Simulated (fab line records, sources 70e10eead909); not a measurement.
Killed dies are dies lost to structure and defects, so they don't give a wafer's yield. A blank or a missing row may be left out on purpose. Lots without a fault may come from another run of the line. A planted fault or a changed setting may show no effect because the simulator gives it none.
A struck lot beside a sound one | flow nand_harc | 18 steps out of a route of 1302
Sound: wafers L810.2, L810.4, L810.6. Struck: wafers L817.1, L817.3, L817.5. The cause comes at the end.
At each step with rows: each side's tool, then ch and its chambers, then its first start. Under that, the readings that differ: sound wafers | struck wafers | difference of the means | sigmas: that difference in standard deviations of wafers without a fault.
alike: readings whose means differ by less than 2 such deviations, and words and numbers that are the same on both sides. not compared: withheld readings, readings that some wafer has no value for, bounds like >300 that may hide the same value, and numbers for which the record gives no deviation and whose values overlap.
The two part at a step that has a row with sigmas, a row that says differs or no value, or rows on one side only. Numbers that don't overlap but have no deviation are shown without sigmas and don't part them. A reading that every wafer of one side lacks parts them only if that side has two wafers or more.

NHARC_A_BLC_CVD_24: deposits W, target thk 150 nm, time 434 s.
  sound on cvd_w-02 ch 0,1; struck on cvd_w-01 ch 0,1
  alike: heater_power_w, throttle_valve_pct
NHARC_A_BLC_CMP_25: polishes, t overpolish 30 s, target thk 150 nm.
  sound on cmp-02 ch 1,2,3, day 27 20:33; struck on cmp-02 ch 0,3, day 30 12:28
  alike: motor_current_A, overpolish_run_s, retaining_ring_pressure_frac, time_to_endpoint_s
then, 1 step without rows for these wafers: NHARC_A_BLC_SRD_27.
NHARC_A_BLC_INSPECT_28:
  sound on defect_inspect-01, day 27 20:56; struck on defect_inspect-01, day 30 12:50
  alike: raw_defect_count
then, 7 steps without rows for these wafers: NHARC_A_M0_DEP_00 (deposits SiOC, target thk 150 nm); NHARC_A_M0_DEHYDRATE_01 (time 120 s); NHARC_A_M0_HMDS_02 (time 30 s); NHARC_A_M0_COAT_33 (time 65 s); NHARC_A_M0_COAT_03 (resist thk 90 nm); NHARC_A_M0_SOFTBAKE_04 (time 55 s); NHARC_A_M0_EBR_05.
NHARC_A_M0_EXPOSE_06: exposes mask A M0, target cd 80 nm.
  sound on arfi_scanner-02 ch 0, day 27 21:35; struck on arfi_scanner-03 ch 0, day 30 13:36
  reading                      | sound                | struck            | difference | sigmas
  model.A_M0.overlay_x_nm (nm) | 0.4052 0.4052 0.4052 | 14.51 14.51 14.51 | +14.10     |
  alike: mask
then, 2 steps without rows for these wafers: NHARC_A_M0_PEB_07 (peb time 65 s); NHARC_A_M0_DEVELOP_08 (develop time 35 s).
NHARC_A_M0_CD_MEAS_09: target cd 80 nm.
  sound on cd_sem-01 ch 0, day 27 21:43; struck on cd_sem-02 ch 0, day 30 13:44
  alike: cd_nm
NHARC_A_M0_OVL_MEAS_10: pitch 160 nm.
  sound on overlay-01, day 27 21:48; struck on overlay-02, day 30 13:49
  reading           | sound       | struck         | difference | sigmas
  overlay_x_nm (nm) | 0.2 0.7 0.6 | 14.4 14.3 14.4 | +13.9      | +17
  alike: overlay_y_nm
NHARC_A_M0_INSPECT_11:
  sound on defect_inspect-01, day 27 21:50; struck on defect_inspect-01, day 30 13:52
  alike: raw_defect_count
NHARC_END_SORT_01:
  the record has rows for the sound wafers here (prober-02 ch 0, day 29 18:21) and none for the struck ones

WHERE THEY PART
First at NHARC_A_M0_OVL_MEAS_10; last, within this record, at NHARC_END_SORT_01.

WHY: what the simulator had put in
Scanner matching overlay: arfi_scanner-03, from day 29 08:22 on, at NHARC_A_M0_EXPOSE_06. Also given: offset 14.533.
